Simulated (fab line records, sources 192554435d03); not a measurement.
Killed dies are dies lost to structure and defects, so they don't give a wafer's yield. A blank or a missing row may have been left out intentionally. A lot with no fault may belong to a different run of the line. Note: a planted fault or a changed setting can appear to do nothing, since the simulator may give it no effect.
Comparing a struck lot with a sound one + flow n5-finfet + 15 steps out of a route of 1938
Sound: wafers L146.1, L146.2, L146.6. Struck: wafer L155.6 (left out: L155.3, a lot-mate that was not struck); the cause follows at the end.
At each step with rows: each side's tool, then ch and its chambers, then its first start. Under that, the readings that differ: sound wafers + struck wafers + difference of the means + sigmas: that difference in standard deviations of wafers without a fault.
alike: words and numbers the same on both sides, and readings whose means are apart by under 2 such deviations; not compared: readings that were withheld, readings missing a value for some wafer, numbers with overlapping values and no deviation given by the record, and bounds like >300 which may hide the same value.
A row with sigmas, a row that says differs or no value, or rows on one side alone: a step with any of these is where the two part. Numbers that don't overlap but have no deviation are shown without sigmas and don't part them. A reading missing from all wafers of one side parts the sides only when that side holds two or more wafers.

first, 8 steps without rows for these wafers: N5_PASSIVATION_HMDS_37 (time 60 s); N5_PASSIVATION_COAT_38; N5_PASSIVATION_EBR_40; N5_PASSIVATION_SOFTBAKE_39 (time 120 s); N5_PASSIVATION_EXPOSE_41 (exposes mask PASS OPEN, defocus 0 nm, target cd 40000 nm); N5_PASSIVATION_PEB_42; N5_PASSIVATION_DEVELOP_43 (develop time 60 s); N5_PASSIVATION_HARDBAKE_45 (time 120 s).
N5_PASSIVATION_CD_MEAS_44: the cd target is 40000 nm.
  sound on cd-sem-02 ch 0, day 13 13:06; struck on cd-sem-02 ch 0, day 15 08:10
  alike: cd-nm
N5_PASSIVATION_OVL_MEAS_66:
  sound on overlay-01 ch 0, day 13 13:08; struck on overlay-01 ch 0, day 15 08:11
  alike: PASS_OPEN_OVL
N5_PASSIVATION_INSPECT_67: inspects for defects (macro).
  struck on defect-inspect-01, day 15 08:13; sound on defect-inspect-02, day 13 13:10
  alike: raw-defect-count
N5_PASSIVATION_DESCUM_46: chemistry O2, time 7.9 s.
  sound on rie-diel-05 ch 1,2,3, day 13 13:11; struck on rie-diel-05 ch 0, day 15 08:15
  alike: chamber-pressure-mTorr, drypump-motor-current-A, oes-product-au, rf-vpp-V, showerhead-plenum-p-Torr, throttle-valve-pct
  not compared: rf-hours-counter-h
N5_PASSIVATION_PASS_ETCH_47: etches SiNx in CF4/O2, target depth 770 nm, time 385 s.
  sound on rie-diel-05 ch 1,2,3, day 13 13:14; struck on rie-diel-05 ch 0, day 15 08:17
| reading                  | sound             | struck | difference | sigmas |
|--------------------------|-------------------|--------|------------|--------|
| oes-product-au (a.u.)    | 0.88 0.83 0.84    | 0.70   | -0.15      | -3     |
| model.etch.depth-nm (nm) | 788.3 783.9 778.4 | 578.3  | -205.2     |        |
  alike: bias-w, chamber-pressure-mTorr, drypump-motor-current-A, rf-vpp-V, showerhead-plenum-p-Torr, throttle-valve-pct
  not compared: rf-hours-counter-h
N5_PASSIVATION_ETCH_54: etches SiO2 in CHF3/O2, target depth 880 nm, time 440 s.
  sound on rie-diel-05 ch 1,2,3, day 13 13:28; struck on rie-diel-05 ch 0, day 15 08:31
| reading               | sound          | struck | difference | sigmas |
|-----------------------|----------------|--------|------------|--------|
| oes-product-au (a.u.) | 0.87 0.82 0.83 | 0.58   | -0.26      | -5     |
  alike: bias-w, chamber-pressure-mTorr, drypump-motor-current-A, rf-vpp-V, showerhead-plenum-p-Torr, throttle-valve-pct
  not compared: rf-hours-counter-h
N5_PASSIVATION_STRIP_48: strips in O2.
  sound on rie-diel-05 ch 1,2,3, day 13 13:44; struck on rie-diel-05 ch 0, day 15 08:48
  alike: chamber-pressure-mTorr, drypump-motor-current-A, oes-product-au, rf-vpp-V, showerhead-plenum-p-Torr, throttle-valve-pct
  not compared: rf-hours-counter-h

WHERE THEY PART
Last at N5_PASSIVATION_ETCH_54 as far as this record goes, first at N5_PASSIVATION_PASS_ETCH_47. Later steps at which nothing parts them and some readings are alike: N5_PASSIVATION_STRIP_48.

WHY: the cause the simulator had injected
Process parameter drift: rie-diel-05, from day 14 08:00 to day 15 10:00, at N5_PASSIVATION_PASS_ETCH_47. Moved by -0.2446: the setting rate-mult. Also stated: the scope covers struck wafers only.
